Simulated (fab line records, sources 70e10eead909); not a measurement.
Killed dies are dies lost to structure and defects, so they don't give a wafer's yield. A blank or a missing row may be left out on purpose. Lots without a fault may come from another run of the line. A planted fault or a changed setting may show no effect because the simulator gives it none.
fab line records | flow nand_harc
record lots=6 wafers=18 last_day=23
route steps=1159 shown A_BLC@982 A_M0@994 END@1159
lots that met no fault: from a run of the same line without faults
start_h: hours from the record's first day to the start of the lot's first wafer shown | wait_h: hours since the lot's step before | " the same as in the row above | L1.1+2: a row that stands for several wafers | - no value, or no start given | * or withheld: withheld | < > ~ a bound
route shown NAME@n: a module of which the file shows steps, and the number in the route of the first | usual: mean/standard deviation of fault-free wafers | same: alike in all rows | chamber/n: place in a boat | sites: the reading at each site | _std_site: their standard deviation | _edge_site: outer sites' mean less inner sites' | radius_mm: how far each site lies from the wafer's centre | mask NAME#n: copy n | behind: the tool/chamber that last shaped the wafer | hold: why the lot was held/for how many hours/how that ended | device: the transistor (n, p or np) that didn't switch | end of line: the same wafers' tests at the end of the route | a step without rows: its recipe alone | killed: dies lost to structure and defects at the first sort, not the wafer's yield | map: a wafer's dies, x killed, . not, _ none there
set.NAME: the setting as run; set.NAME@STEP: as run at that earlier step | model.NAME: the simulator's own value behind a step, which no gauge read
lots at some steps of the route; a table a step, a row a wafer
services: from which hour (start_h, from the record's first day; less than 0 if before it) a tool's chamber was out of use, for how many hours, and why
## steps
# step NHARC_A_BLC_STRIP_29
# recipe cf4_flow_sccm=150 ar_flow_sccm=0 bias_w=0 chemistry=CF4
# usual chamber_pressure_mTorr=50.00/0.047 drypump_motor_current_A=5.6/0.49 oes_product_au=1.002/0.0081 rf_vpp_V=59.4/0.83 showerhead_plenum_p_Torr=1.76/0.085 throttle_valve_pct=13.285/0.0086
# columns lot.wafer tool chamber start_h wait_h chamber_pressure_mTorr drypump_motor_current_A oes_product_au rf_hours_counter_h rf_vpp_V showerhead_plenum_p_Torr throttle_valve_pct
L788.3 rie_diel-02 2 412.22 0.1 50.06 5.8 1.014 24 58.7 1.66 13.279
L788.2 " 0 " " 49.98 5.1 1.020 30 59.7 1.90 13.287
L788.5 " 1 " " 50.04 6.0 0.993 - 59.9 1.74 13.291
L790.1 rie_diel-02 2 439.41 0.1 50.03 5.8 1.002 33 57.8 1.65 13.277
L790.5 " 0 " " 50.02 5.1 1.016 - 60.8 1.90 13.282
L790.6 " 3 " " 49.97 5.6 0.988 - 57.9 1.77 13.276
L791.1 rie_diel-10 2 439.92 0.1 50.07 5.8 1.008 9 58.7 1.73 13.293
L791.2 " 3 " " 50.00 6.0 0.995 10 62.1 1.88 13.270
L791.5 " 0 " " 49.93 5.0 1.006 - 58.9 1.68 13.291
L796.2 rie_diel-08 0 467.61 0.1 50.02 6.4 0.999 15 58.8 1.83 13.275
L796.1 " 2 " " 50.00 5.4 0.983 17 58.7 1.64 13.271
L796.6 " 3 " " 49.97 5.6 0.988 - 59.0 1.67 13.288
L799.1 rie_diel-08 3 494.68 0.1 50.05 5.5 0.994 1 59.6 1.67 13.289
L799.3 " 0 " " 49.98 6.5 0.999 1 60.0 1.83 13.290
L799.6 " 0 " " 49.96 6.4 0.999 - 60.3 1.83 13.291
L800.2 rie_diel-10 3 505.34 0.1 50.00 6.0 1.011 17 60.0 1.88 13.273
L800.1 " 1 " " 50.05 4.9 1.009 17 59.0 1.77 13.300
L800.6 " 3 " " 50.09 6.0 0.997 - 59.3 1.88 13.276
# step NHARC_A_BLC_STRIP_21
# recipe o2_flow_sccm=500 ar_flow_sccm=0 bias_w=0 chemistry=O2
# step NHARC_A_BLC_STRIP_22
# recipe time_s=600 temp_c=30 chemistry=post_etch_residue_remover
# step NHARC_A_BLC_DEGAS_30
# recipe temp_c=300 time_s=60
# usual heater_power_w=503/61 susceptor_temp_C=300.01/0.19
# columns lot.wafer tool chamber start_h wait_h heater_power_w susceptor_temp_C
L788.3 pvd_sputter-01 - 412.74 - 562 299.77
L788.2 " - " " 468 299.99
L788.5 " - " " 549 300.20
L790.1 pvd_sputter-03 - 439.98 - 610 300.13
L790.6 " - " " 516 300.04
L790.5 " - " " 474 300.12
L791.2 pvd_sputter-03 - 440.42 - 598 -
L791.1 " - " " 471 -
L791.5 " - " " 593 -
L796.2 pvd_sputter-01 - 468.12 - 560 300.13
L796.1 " - " " 466 299.85
L796.6 " - " " 509 300.12
L799.1 pvd_sputter-03 - 495.21 - 581 300.36
L799.3 " - " " 476 299.87
L799.6 " - " " 403 300.03
L800.2 pvd_sputter-01 - 505.87 - 560 299.94
L800.1 " - " " 514 300.19
L800.6 " - " " 518 300.52
# step NHARC_A_BLC_PRE_CLEAN_31
# recipe time_s=15 bias_v=250 gas=Ar
# step NHARC_A_BLC_PVD_32
# recipe target_thk_a=50 chamber_pressure_pa=5 power_w=5000 substrate_temp_c=200 time_s=17.7 material=Ti
# usual throttle_valve_pct=30.6/0.86
# columns lot.wafer tool chamber start_h wait_h throttle_valve_pct
L788.3 pvd_sputter-01 - - - 29.2
L788.2 " - " " 31.3
L788.5 " - " " 29.1
L790.1 pvd_sputter-03 - - - 30.4
L790.5 " - " " 31.0
L790.6 " - " " 30.0
L791.2 pvd_sputter-03 - - - 30.1
L791.1 " - " " 30.0
L791.5 " - " " 30.1
L796.2 pvd_sputter-01 - - - 29.6
L796.1 " - " " 29.2
L796.6 " - " " 29.7
L799.3 pvd_sputter-03 - - - 29.9
L799.1 " - " " 30.4
L799.6 " - " " 31.6
L800.2 pvd_sputter-01 - - - 31.5
L800.1 " - " " 29.4
L800.6 " - " " 31.4
# step NHARC_A_BLC_ALD_23
# recipe target_thk_a=30 pulse_time_s=1 ald_cycles=150 temp_c=450 material=TiN
# usual heater_power_w=1032/89 precursor_pulse_height_rel=1.002/0.019 susceptor_temp_C=450.01/0.24
# columns lot.wafer tool chamber start_h wait_h heater_power_w precursor_pulse_height_rel since_wet_clean_h susceptor_temp_C
L788.2 ald_metal-03 1 412.98 - 881 0.993 81 449.80
L788.3 " 0 " " 949 0.988 81 450.12
L788.5 " 2 " " 1085 1.007 - 450.02
L790.1 ald_metal-03 0 440.25 - 943 0.972 108 449.91
L790.6 " 2 " " 1078 0.999 - 450.03
L790.5 " 3 " " 1050 1.009 - 449.89
L791.1 ald_metal-04 1 440.67 - 1059 0.977 25 450.16
L791.2 " 2 " " 1010 0.972 25 450.19
L791.5 " 2 " " 1060 1.004 - 450.06
L796.2 ald_metal-04 0 468.36 - 1111 1.049 52 450.03
L796.1 " 3 " " 1173 1.000 52 450.04
L796.6 " 0 " " 1091 0.987 - 450.08
L799.3 ald_metal-03 1 495.49 - 886 1.020 164 449.94
L799.1 " 2 " " 1118 1.032 164 450.09
L799.6 " 2 " " 1080 0.996 - 450.01
L800.2 ald_metal-01 3 506.14 - 1023 0.979 38 450.01
L800.1 " 0 " " 986 0.977 38 449.98
L800.6 " 3 " " 999 0.963 - 449.83
# step NHARC_A_BLC_CVD_24
# recipe target_thk_a=1500 temp_c=300 pressure_torr=40 wf6_flow_sccm=40 h2_flow_sccm=1600 ar_flow_sccm=1560 time_s=434 material=W
# step NHARC_A_BLC_CMP_25
# recipe t_overpolish_s=30 target_thk_nm=150
# usual motor_current_A=12.1/1 overpolish_run_s=30.000/0.0093 time_to_endpoint_s=29.1/2.7
# columns lot.wafer tool chamber start_h wait_h motor_current_A overpolish_run_s time_to_endpoint_s
L788.3 cmp-01 0 413.79 0.4 12.3 30.006 31.6
L788.2 " 1 " " 13.8 29.997 26.3
L788.5 " 2 " " 13.3 30.008 29.1
L790.1 cmp-01 2 441.06 0.6 13.3 29.995 28.7
L790.5 " 0 " " 11.7 29.994 34.0
L790.6 " 1 " " 14.1 29.998 28.4
L791.1 cmp-01 0 441.42 0.4 11.8 30.001 29.5
L791.2 " 2 " " 13.5 30.010 27.7
L791.5 " 0 " " 11.8 30.002 30.0
L796.1 cmp-02 0 475.88 0.4 10.6 30.004 30.2
L796.2 " 1 " " 13.5 30.004 31.6
L796.6 " 2 " " 11.4 30.008 24.6
L799.1 cmp-01 1 496.67 0.5 13.6 29.998 26.9
L799.3 " 3 " " 12.5 29.989 29.2
L799.6 " 1 " " 14.0 29.995 27.1
L800.2 cmp-02 2 510.45 0.5 11.4 30.000 28.0
L800.1 " 0 " " 11.1 30.014 28.1
L800.6 " 2 " " 11.8 30.012 28.8
# step NHARC_A_BLC_SRD_27
# step NHARC_A_BLC_INSPECT_28
# usual raw_defect_count=450/130
# columns lot.wafer tool chamber start_h wait_h raw_defect_count
L788.2 defect_inspect-02 - 414.14 0.1 343
L788.3 " - " " 287
L788.5 " - " " 301
L790.1 defect_inspect-01 - 441.42 0.1 362
L790.5 " - " " 426
L790.6 " - " " 470
L791.1 defect_inspect-02 - 441.81 0.1 464
L791.2 " - " " 502
L791.5 " - " " 445
L796.1 defect_inspect-02 - 476.24 0.1 371
L796.2 " - " " 298
L796.6 " - " " 467
L799.1 defect_inspect-02 - 497.05 0.1 547
L799.3 " - " " 452
L799.6 " - " " 336
L800.1 defect_inspect-02 - 510.85 0.1 420
L800.2 " - " " 407
L800.6 " - " " 516
# step NHARC_A_M0_DEP_00
# recipe target_thk_a=1500 target_thk_nm=150 temp_c=withheld pressure_torr=5 flow_sccm=200 rf_w=600 material=SiOC
# usual chamber_pressure_Torr=4.999/0.01 rf_fwd_power_W=598.6/1.7 showerhead_vpp_V=1510/58
# columns lot.wafer tool chamber start_h wait_h chamber_pressure_Torr rf_fwd_power_W showerhead_vpp_V since_wet_clean_h
L788.2 pecvd-02 0 414.26 0.1 4.992 595.9 1538 67
L788.3 " 1 " " 4.998 595.5 1477 67
L788.5 " 2 " " 5.021 602.4 1581 -
L790.1 pecvd-02 0 441.57 0.2 - - - -
L790.5 " 1 " " - - - -
L790.6 " 0 " " - - - -
L791.2 pecvd-02 0 441.87 0.1 - - - -
L791.1 " 1 " " - - - -
L791.5 " 2 " " - - - -
L796.1 pecvd-01 2 476.31 0.1 4.989 596.5 1548 45
L796.2 " 1 " " 5.005 600.9 1528 45
L796.6 " 2 " " 4.993 597.9 1538 -
L799.3 pecvd-02 0 497.17 0.1 5.003 598.4 1504 150
L799.1 " 1 " " 4.999 601.4 1456 150
L799.6 " 1 " " 5.002 599.7 1472 -
L800.1 pecvd-01 2 511.16 0.3 4.981 600.3 1551 80
L800.2 " 0 " " 4.995 598.8 1509 80
L800.6 " 0 " " 5.013 597.8 1514 -
# step NHARC_A_M0_DEHYDRATE_01
# recipe temp_c=150 time_s=120
# step NHARC_END_SORT_01
# recipe temp_c=25
# usual defect_limited_yield=95.2/1.6 killed_at_array=29/11 killed_at_other=0.7/1.1 killed_at_periphery=3.1/2 killed_dies=33/11 killed_open=3.5/1.8 killed_short=2.0/1.4 sort_bin_2_pct=1.5/0.6 sort_bin_3_pct=0.24/0.19 sort_bin_4_pct=3.1/1.1 sort_n_pass=644/11 sort_rim_yield_pct=96.5/2.3 sort_yield_pct=95.2/1.6
# same gross_dies=677 sort_bin_5_pct[%]=0 sort_bin_6_pct[%]=0 sort_bin_7_pct[%]=0 sort_bin_8_pct[%]=0 sort_rim_n_gross=106.00
# columns lot.wafer tool chamber start_h wait_h defect_limited_yield[%] killed_at_array killed_at_other killed_at_periphery killed_dies killed_open killed_short sort_bin_2_pct[%] sort_bin_3_pct[%] sort_bin_4_pct[%] sort_n_pass sort_rim_yield_pct[%] sort_yield_pct[%]
L791.1 prober-01 0 495.78 2.5 0 673 0 4 677 7 3 96.5 0.44 3.1 0 0 0
L791.2 prober-01 0 496.57 2.8 0 673 1 3 677 3 2 97.5 0.30 2.2 0 0 0
L791.5 prober-01 0 498.94 3.7 0 675 0 2 677 5 2 97.3 0.30 2.4 0 0 0
L790.1 prober-02 0 499.68 2.6 0 671 0 6 677 2 3 97.0 0.30 2.7 0 0 0
L790.5 prober-02 0 502.87 3.7 0 673 0 4 677 4 1 96.8 0.30 3.0 0 0 0
L790.6 prober-02 0 503.67 4.0 0 671 0 6 677 6 1 96.5 0.30 3.2 0 0 0
L799.1 prober-01 0 546.57 2.5 92.0 51 0 3 54 3 3 2.7 0.74 4.6 623 93.4 92.0
L799.3 prober-01 0 548.19 3.1 91.9 50 0 5 55 3 2 1.9 0.15 6.1 622 97.2 91.9
L799.6 prober-01 0 550.61 4.0 91.7 55 0 1 56 2 2 2.8 0.15 5.3 621 98.1 91.7
L800.1 prober-01 0 554.44 2.5 94.5 36 0 1 37 5 1 1.2 0.30 4.0 640 93.4 94.5
L800.2 prober-01 0 555.24 2.8 92.9 41 1 6 48 2 3 1.2 0.30 5.6 629 97.2 92.9
L800.6 prober-01 0 558.45 4.0 93.5 44 0 0 44 3 1 1.9 0.44 4.1 633 95.3 93.5
# killed by level:class
L791.1 A_M0:area_dep=643 A_CHANNEL_HOLE_D1:chamber_film_flake=17 A_CONTACT:chamber_film_flake=3 A_SGD_CUT:geometric_particle:short=2 A_BLC:geometric_particle:open=2 A_STAIRCASE:chamber_film_flake=2 P_GATE:geometric_particle:short=1 P_M0:geometric_particle:open=1
L791.2 A_M0:area_dep=651 A_CHANNEL_HOLE_D1:chamber_film_flake=11 A_CONTACT:chamber_film_flake=3 A_CHANNEL_FILL_D1:chamber_film_flake=2 P_M1:geometric_particle:short=1 A_CHANNEL_HOLE_D1:geometric_particle:open=1 A_CHANNEL_FILL_D1:geometric_particle:open=1 A_M0:geometric_particle:open=1
L791.5 A_M0:area_dep=647 A_CHANNEL_HOLE_D1:chamber_film_flake=13 A_STAIRCASE:chamber_film_flake=6 A_CONTACT:geometric_particle:open=3 P_CONTACT:geometric_particle:open=2 A_M0:chamber_film_flake=2 A_SOURCE_PLATE:geometric_particle:short=1 A_ONON_D1:geometric_particle:short=1
L790.1 A_M0:area_dep=644 A_SLIT:chamber_film_flake=9 A_CONTACT:chamber_film_flake=6 P_M2:chamber_film_flake=3 A_CHANNEL_HOLE_D1:chamber_film_flake=3 A_STAIRCASE:chamber_film_flake=3 P_GATE:chamber_film_flake=2 P_CONTACT:geometric_particle:open=1
L790.5 A_M0:area_dep=645 A_SLIT:chamber_film_flake=11 A_STAIRCASE:chamber_film_flake=6 A_CONTACT:chamber_film_flake=4 P_M2:chamber_film_flake=3 P_CONTACT:geometric_particle:open=1 A_ONON_D1:geometric_particle:open=1 A_CHANNEL_FILL_D1:geometric_particle:open=1
L790.6 A_M0:area_dep=647 A_SLIT:chamber_film_flake=9 A_CONTACT:geometric_particle:open=3 P_M2:chamber_film_flake=3 A_CHANNEL_HOLE_D1:chamber_film_flake=3 A_STAIRCASE:chamber_film_flake=2 A_CONTACT:chamber_film_flake=2 P_M1:geometric_particle:open=1
L799.1 A_CHANNEL_HOLE_D1:chamber_film_flake=21 A_SLIT:chamber_film_flake=13 A_STAIRCASE:chamber_film_flake=5 A_CONTACT:chamber_film_flake=5 A_M0:geometric_particle:open=2 P_M0:geometric_particle:open=1 A_SGD_CUT:geometric_particle:short=1 A_WL_FILL:geometric_particle:short=1
L799.3 A_SLIT:chamber_film_flake=19 A_CHANNEL_HOLE_D1:chamber_film_flake=17 A_STAIRCASE:chamber_film_flake=6 A_CONTACT:chamber_film_flake=3 A_WL_FILL:geometric_particle:short=2 A_CONTACT:geometric_particle:open=2 P_GATE:chamber_film_flake=2 P_M0:geometric_particle:open=1
L799.6 A_CHANNEL_HOLE_D1:chamber_film_flake=20 A_SLIT:chamber_film_flake=18 A_STAIRCASE:chamber_film_flake=13 P_M0:geometric_particle:open=1 A_CHANNEL_FILL_D1:geometric_particle:open=1 A_CONTACT:geometric_particle:short=1 A_M0:geometric_particle:short=1 A_BLC:chamber_film_flake=1
L800.1 A_CHANNEL_HOLE_D1:chamber_film_flake=12 A_SLIT:chamber_film_flake=11 A_STAIRCASE:chamber_film_flake=6 A_ONON_D1:geometric_particle:open=3 A_CONTACT:geometric_particle:open=2 A_CHANNEL_HOLE_D1:geometric_particle:short=1 P_ZERO_WELL:chamber_film_flake=1 A_CONTACT:chamber_film_flake=1
L800.2 A_CHANNEL_HOLE_D1:chamber_film_flake=18 A_SLIT:chamber_film_flake=13 P_ZERO_WELL:chamber_film_flake=3 A_STAIRCASE:chamber_film_flake=3 A_CONTACT:chamber_film_flake=3 P_GATE:chamber_film_flake=2 P_M1:geometric_particle:open=1 A_CHANNEL_HOLE_D1:geometric_particle:short=1
L800.6 A_CHANNEL_HOLE_D1:chamber_film_flake=20 A_SLIT:chamber_film_flake=13 A_CONTACT:chamber_film_flake=3 A_STAIRCASE:chamber_film_flake=2 A_WL_FILL:chamber_film_flake=2 A_ONON_D1:geometric_particle:open=1 A_ONON_D1:geometric_particle:short=1 A_CHANNEL_FILL_D1:geometric_particle:open=1
# map L790.1 (x killed, . not)
____________x____________
_________xxxxxxx_________
_______xxxxxxxxxxx_______
______xxxxxxxxxxxxx______
_____xxxxxxxxxxxxxxx_____
____xxxxxxxxxxxxxxxxx____
____xxxxxxxxxxxxxxxxx____
___xxxxxxxxxxxxxxxxxxx___
___xxxxxxxxxxxxxxxxxxx___
__xxxxxxxxxxxxxxxxxxxxx__
__xxxxxxxxxxxxxxxxxxxxx__
_xxxxxxxxxxxxxxxxxxxxxxx_
_xxxxxxxxxxxxxxxxxxxxxxx_
_xxxxxxxxxxxxxxxxxxxxxxx_
_xxxxxxxxxxxxxxxxxxxxxxx_
_xxxxxxxxxxxxxxxxxxxxxxx_
xxxxxxxxxxxxxxxxxxxxxxxxx
xxxxxxxxxxxxxxxxxxxxxxxxx
xxxxxxxxxxxxxxxxxxxxxxxxx
xxxxxxxxxxxxxxxxxxxxxxxxx
xxxxxxxxxxxxxxxxxxxxxxxxx
_xxxxxxxxxxxxxxxxxxxxxxx_
_xxxxxxxxxxxxxxxxxxxxxxx_
_xxxxxxxxxxxxxxxxxxxxxxx_
_xxxxxxxxxxxxxxxxxxxxxxx_
_xxxxxxxxxxxxxxxxxxxxxxx_
__xxxxxxxxxxxxxxxxxxxxx__
__xxxxxxxxxxxxxxxxxxxxx__
___xxxxxxxxxxxxxxxxxxx___
___xxxxxxxxxxxxxxxxxxx___
____xxxxxxxxxxxxxxxxx____
____xxxxxxxxxxxxxxxxx____
_____xxxxxxxxxxxxxxx_____
______xxxxxxxxxxxxx______
_______xxxxxxxxxxx_______
_________xxxxxxx_________
____________x____________
# map L791.1 (x killed, . not)
____________x____________
_________xxxxxxx_________
_______xxxxxxxxxxx_______
______xxxxxxxxxxxxx______
_____xxxxxxxxxxxxxxx_____
____xxxxxxxxxxxxxxxxx____
____xxxxxxxxxxxxxxxxx____
___xxxxxxxxxxxxxxxxxxx___
___xxxxxxxxxxxxxxxxxxx___
__xxxxxxxxxxxxxxxxxxxxx__
__xxxxxxxxxxxxxxxxxxxxx__
_xxxxxxxxxxxxxxxxxxxxxxx_
_xxxxxxxxxxxxxxxxxxxxxxx_
_xxxxxxxxxxxxxxxxxxxxxxx_
_xxxxxxxxxxxxxxxxxxxxxxx_
_xxxxxxxxxxxxxxxxxxxxxxx_
xxxxxxxxxxxxxxxxxxxxxxxxx
xxxxxxxxxxxxxxxxxxxxxxxxx
xxxxxxxxxxxxxxxxxxxxxxxxx
xxxxxxxxxxxxxxxxxxxxxxxxx
xxxxxxxxxxxxxxxxxxxxxxxxx
_xxxxxxxxxxxxxxxxxxxxxxx_
_xxxxxxxxxxxxxxxxxxxxxxx_
_xxxxxxxxxxxxxxxxxxxxxxx_
_xxxxxxxxxxxxxxxxxxxxxxx_
_xxxxxxxxxxxxxxxxxxxxxxx_
__xxxxxxxxxxxxxxxxxxxxx__
__xxxxxxxxxxxxxxxxxxxxx__
___xxxxxxxxxxxxxxxxxxx___
___xxxxxxxxxxxxxxxxxxx___
____xxxxxxxxxxxxxxxxx____
____xxxxxxxxxxxxxxxxx____
_____xxxxxxxxxxxxxxx_____
______xxxxxxxxxxxxx______
_______xxxxxxxxxxx_______
_________xxxxxxx_________
____________x____________
## services
# columns tool chamber start_h hours kind
rie_diel-10 1 388.27 5.3 repair
rie_diel-02 2 393.04 4.7 repair
cmp-02 - 393.84 1.6 repair
cmp-02 - 403.69 1.1 repair
ald_metal-04 - 406.00 10.0 pm
pecvd-01 - 418.13 13.0 pm
rie_diel-02 1 432.13 43.9 repair
pvd_sputter-01 - 437.89 14.8 repair
rie_diel-08 0 442.76 4.8 repair
pecvd-01 - 451.43 0.3 repair
cmp-02 - 451.92 4.0 pm
cmp-01 - 455.58 0.5 repair
pvd_sputter-03 - 458.07 10.0 pm
rie_diel-10 1 459.71 2.5 repair
cmp-01 - 475.06 4.0 pm
rie_diel-08 - 478.86 9.0 pm
rie_diel-02 0 485.24 6.7 repair
ald_metal-03 3 488.89 15.8 repair
pecvd-01 0 499.95 3.5 repair
ald_metal-03 - 500.00 10.0 pm
rie_diel-02 - 504.89 9.0 pm
cmp-02 - 505.09 1.8 repair
rie_diel-08 - 506.49 0.3 repair
rie_diel-08 2 510.66 1.8 repair
## key
first_sign step=NHARC_A_M0_DEP_00 reading=tool_record direction=missing
effect step=NHARC_END_SORT_01 reading=sort_bin_2_pct direction=up sigmas=99+ usual=1.5 struck=96.9
more_kills_born_at NHARC_A_M0_DEP_00@pecvd-02=3877
met_at NHARC_A_M0_DEP_00
struck_wafers L790.1,L790.5,L790.6,L791.1,L791.2,L791.5
later_rows_left_out L790.1,L790.5,L790.6,L791.1,L791.2,L791.5
onset_between 414.26 441.57
earlier_fault kind=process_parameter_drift tool=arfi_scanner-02 chamber=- onset_h=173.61 steps=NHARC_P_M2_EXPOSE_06 channel=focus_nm offset=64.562 spread_by_wafer=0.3 shape=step
fault kind=skipped_step_whole tool=pecvd-02 chamber=- onset_h=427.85 steps=NHARC_A_M0_DEP_00 scope=struck_lots_only
# later_rows_left_out: the simulator's readings of these wafers behind a module that went badly wrong aren't trusted and aren't shown, but for the sort
